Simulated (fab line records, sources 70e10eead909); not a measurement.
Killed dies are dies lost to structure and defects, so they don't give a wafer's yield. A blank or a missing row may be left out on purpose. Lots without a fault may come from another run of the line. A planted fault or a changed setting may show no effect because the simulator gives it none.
Chamber matching | flow nand_harc | NHARC_A_CONTACT_ETCH_91 on rie_diel-08: 4 sister chambers
The step etches the open film in CH3F/O2, target depth 40 nm, time 85.7 s. 30 wafers are shown with their chamber, then 12 later ones without.

WAFERS WITH THEIR CHAMBER
wafer  | chamber | showerhead_plenum_p_Torr (Torr) | drypump_motor_current_A (A) | rf_vpp_V (V)
L076.2 | 3       | 2.59                            | 5.61                        | 246.7
L076.4 | 2       | 2.57                            | 5.29                        | 245.3
L076.6 | 3       | 2.59                            | 5.59                        | 246.1
L079.3 | 1       | 2.41                            | 6.15                        | 242.8
L079.5 | 1       | 2.41                            | 6.09                        | 243.7
L079.6 | 0       | 2.43                            | 5.62                        | 244.4
L080.1 | 3       | 2.58                            | 5.61                        | 244.5
L080.2 | 1       | 2.41                            | 6.15                        | 244.4
L080.4 | 2       | 2.57                            | 5.30                        | 245.6
L082.2 | 1       | 2.41                            | 6.14                        | 245.2
L082.4 | 2       | 2.57                            | 5.29                        | 244.7
L082.6 | 3       | 2.58                            | 5.58                        | 246.4
L083.1 | 2       | 2.56                            | 5.31                        | 247.1
L083.2 | 3       | 2.58                            | 5.61                        | 247.2
L083.6 | 2       | 2.57                            | 5.32                        | 247.4
L084.4 | 2       | 2.56                            | 5.30                        | 243.9
L084.5 | 0       | 2.43                            | 5.63                        | 243.3
L084.6 | 3       | 2.58                            | 5.60                        | 246.2
L086.2 | 1       | 2.41                            | 6.10                        | 242.9
L086.5 | 0       | 2.43                            | 5.64                        | 245.7
L086.6 | 1       | 2.41                            | 6.12                        | 242.2
L085.2 | 2       | 2.56                            | 5.30                        | 246.3
L085.5 | 2       | 2.56                            | 5.31                        | 243.7
L085.6 | 3       | 2.58                            | 5.59                        | 246.4
L088.1 | 1       | 2.41                            | 6.17                        | 242.2
L088.4 | 3       | 2.58                            | 5.59                        | 246.2
L088.6 | 2       | 2.56                            | 5.27                        | 245.7
L090.3 | 2       | 2.56                            | 5.31                        | 245.2
L090.4 | 1       | 2.41                            | 6.13                        | 244.2
L090.6 | 1       | 2.41                            | 6.15                        | 244.6

SIGNATURES (means of the wafers above)
reading                  | chamber 0 | chamber 1 | chamber 2 | chamber 3 | scatter within a chamber
showerhead_plenum_p_Torr | 2.4300    | 2.4100    | 2.5640    | 2.5825    | 0.00387
drypump_motor_current_A  | 5.6300    | 6.1333    | 5.3000    | 5.5975    | 0.0179
rf_vpp_V                 | 244.467   | 243.578   | 245.490   | 246.213   | 1.08
Rule: a wafer's distance from a chamber is the root of the sum, over the readings, of the square of ((its reading less the chamber's mean) divided by the reading's scatter). The wafer belongs to the nearest chamber; if the next one is less than 2 further off, it can't be placed. The scatter: the root of (the sum of the squares of (reading less its chamber's mean) over the shown wafers, divided by (wafers less chambers)).

WAFERS WITHOUT THEIR CHAMBER
wafer  | showerhead_plenum_p_Torr (Torr) | drypump_motor_current_A (A) | rf_vpp_V (V)
L093.1 | 2.42                            | 5.62                        | 243.7
L093.2 | 2.41                            | 6.14                        | 243.9
L093.6 | 2.41                            | 6.13                        | 244.6
L091.1 | 2.41                            | 6.14                        | 243.1
L091.3 | 2.56                            | 5.28                        | 245.7
L091.6 | 2.56                            | 5.29                        | 245.5
L094.1 | 2.58                            | 5.60                        | 245.7
L094.2 | 2.42                            | 5.63                        | 242.7
L094.6 | 2.58                            | 5.60                        | 245.2
L095.2 | 2.56                            | 5.28                        | 247.6
L095.4 | 2.40                            | 6.17                        | 244.3
L095.5 | 2.42                            | 5.67                        | 244.6

WHICH CHAMBER EACH WENT THROUGH
wafer  | from the rows above | in truth
L093.1 | 0                   | 0
L093.2 | 1                   | 1
L093.6 | 1                   | 1
L091.1 | 1                   | 1
L091.3 | 2                   | 2
L091.6 | 2                   | 2
L094.1 | 3                   | 3
L094.2 | 0                   | 0
L094.6 | 3                   | 3
L095.2 | 2                   | 2
L095.4 | 1                   | 1
L095.5 | 0                   | 0
Placed correctly: 12 of 12. Can't be placed from these rows: 0. Placed wrongly: 0.
